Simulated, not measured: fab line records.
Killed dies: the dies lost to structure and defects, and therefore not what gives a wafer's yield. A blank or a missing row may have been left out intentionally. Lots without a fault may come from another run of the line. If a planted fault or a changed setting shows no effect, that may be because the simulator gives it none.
A struck lot beside a sound one :: flow n5_finfet :: 36 steps out of a route of 1938
Sound: the wafers L894.3, L894.5, L894.6. Wafers L881.2, L881.4, L881.5 were the ones struck. The cause is named last.
For every step that has rows: the tool of each side, followed by ch and its chambers, followed by its first start. Under that, the readings that differ: sound wafers :: struck wafers :: difference of the means :: sigmas: that difference in standard deviations of wafers without a fault.
alike: a reading whose means differ by less than 2 such deviations, as well as words and numbers matching on both sides. not compared: withheld readings; readings where some wafer has no value; bounds like >300 that might hide an equal value; numbers whose values overlap and for which the record gives no deviation.
A row with sigmas, a row that says differs or no value, or rows on one side alone: a step with any of these is where the two part. Numbers that have no deviation but don't overlap get no sigmas and don't part them. Lack of a reading on every wafer of one side parts them only where that side has two or more wafers.

first, 9 steps without rows for these wafers: N5_BEOL_M4_ANNEAL_95 (time 240 s); N5_BEOL_M4_SPUTTER_96 (material Cu, target thk 4.5 nm, time 8.29 s); N5_BEOL_M4_ECD_50 (material Cu, target thk 300 nm); N5_BEOL_M4_ANNEAL_51 (time 90 s); N5_BEOL_M4_CMP_52 (polishes, stops on SiOC, t overpolish 6.8 s, target thk 40 nm); N5_BEOL_M4_PRE_CLEAN_60 (time 15 s); N5_BEOL_M4_CO_CAP_55 (material Co, precursor CCTBA/H2, target thk 2 nm, time 102.1 s); N5_BEOL_M4_PRE_CLEAN_56 (time 15 s); N5_BEOL_M4_DEP_57 (deposits SiCN from 3MS/NH3, target thk 8 nm, time 14 s).
N5_BEOL_M4_RC_MEAS_101:
  sound on prober-02 ch 0, day 13 01:22; struck on prober-01 ch 0, day 10 03:54
  alike: DIBL_N, DIBL_P, IOFF_N, IOFF_P, ION_N, ION_P, SS_N, SS_P, VT_N, VT_P
then, 24 steps without rows for these wafers: N5_BEOL_M5_ILD_DEP_00 (deposits SiCOH lowk from DEMS/porogen, target thk 140.64 nm, time 25.9 s); N5_BEOL_M5_CURE_79 (cures SiCOH lowk, time 240 s); N5_BEOL_M5_PECVD_70 (deposits SiO2 from TEOS/O2, target thk 16 nm, time 18 s); N5_BEOL_M5_HM_DEP_02 (deposits TiN, target thk 20 nm); N5_BEOL_M5_COAT_59 (time 60 s, resist thk 60 nm); N5_BEOL_M5_COAT_60 (time 60 s, resist thk 12 nm); N5_BEOL_M5_COAT_71 (time 60 s, resist thk 5 nm); N5_BEOL_M5_COAT_05 (resist thk 30 nm); N5_BEOL_M5_EBR_07; N5_BEOL_M5_SOFTBAKE_06 (time 60 s); N5_BEOL_M5_EXPOSE_08 (exposes mask M5, target cd 28 nm); N5_BEOL_M5_PEB_09 (peb time 60 s); N5_BEOL_M5_DEVELOP_10 (develop time 30 s); N5_BEOL_M5_DESCUM_16 (chemistry O2, time 7 s); N5_BEOL_M5_ETCH_72 (etches underlayer in N2/H2, target depth 6.5 nm, time 5.2 s); N5_BEOL_M5_ETCH_61 (etches SiARC in CF4, target depth 15.6 nm, time 26 s); N5_BEOL_M5_ETCH_62 (etches SOC in N2/H2, target depth 75 nm, overetch 15 nm, time 112.5 s); N5_BEOL_M5_STRIP_63 (strips in N2/H2); N5_BEOL_M5_STRIP_73 (strips in N2/H2); N5_BEOL_M5_STRIP_64 (strips in CF4); N5_BEOL_M5_HM_OPEN_17 (chemistry Cl2/BCl3, target TiN, target depth 20 nm, overetch 6 nm); N5_BEOL_M5_STRIP_19 (strips in O2); N5_BEOL_M5_COAT_65 (time 60 s, resist thk 60 nm); N5_BEOL_M5_COAT_66 (time 60 s, resist thk 12 nm).
-- the record jumps here: 4 days lie between the struck wafers' starts before and after (it left off in module BEOL_M5 and takes up again in module MIM_BOT_ETCH, whose first step shown is number 1868 of the route) --
N5_MIM_BOT_ETCH_ETCH_00: etches TiN in Cl2/BCl3, target depth 45.5 nm.
  sound on rie_metal-01 ch 0,1, day 16 22:37; struck on rie_metal-02 ch 0,1, day 13 23:25
  no value came back on the struck wafers for any of 6 readings (bcl3_flow_sccm (sccm), bias_w (W) and others); on the sound wafers bcl3_flow_sccm (sccm) reads 21.83 21.71 21.80
  not compared: rf_hours_counter_h, model.coat_of_MIM_BOT_LITHO_COAT_02.thk_nm
N5_PASSIVATION_PROBE_49:
  only the struck wafers here have rows in the record (prober-02, day 14 09:44); the sound ones have none

WHERE THEY PART
Last at N5_PASSIVATION_PROBE_49 as far as this record goes, first at N5_MIM_BOT_ETCH_ETCH_00.

WHY: what had been put in by the simulator
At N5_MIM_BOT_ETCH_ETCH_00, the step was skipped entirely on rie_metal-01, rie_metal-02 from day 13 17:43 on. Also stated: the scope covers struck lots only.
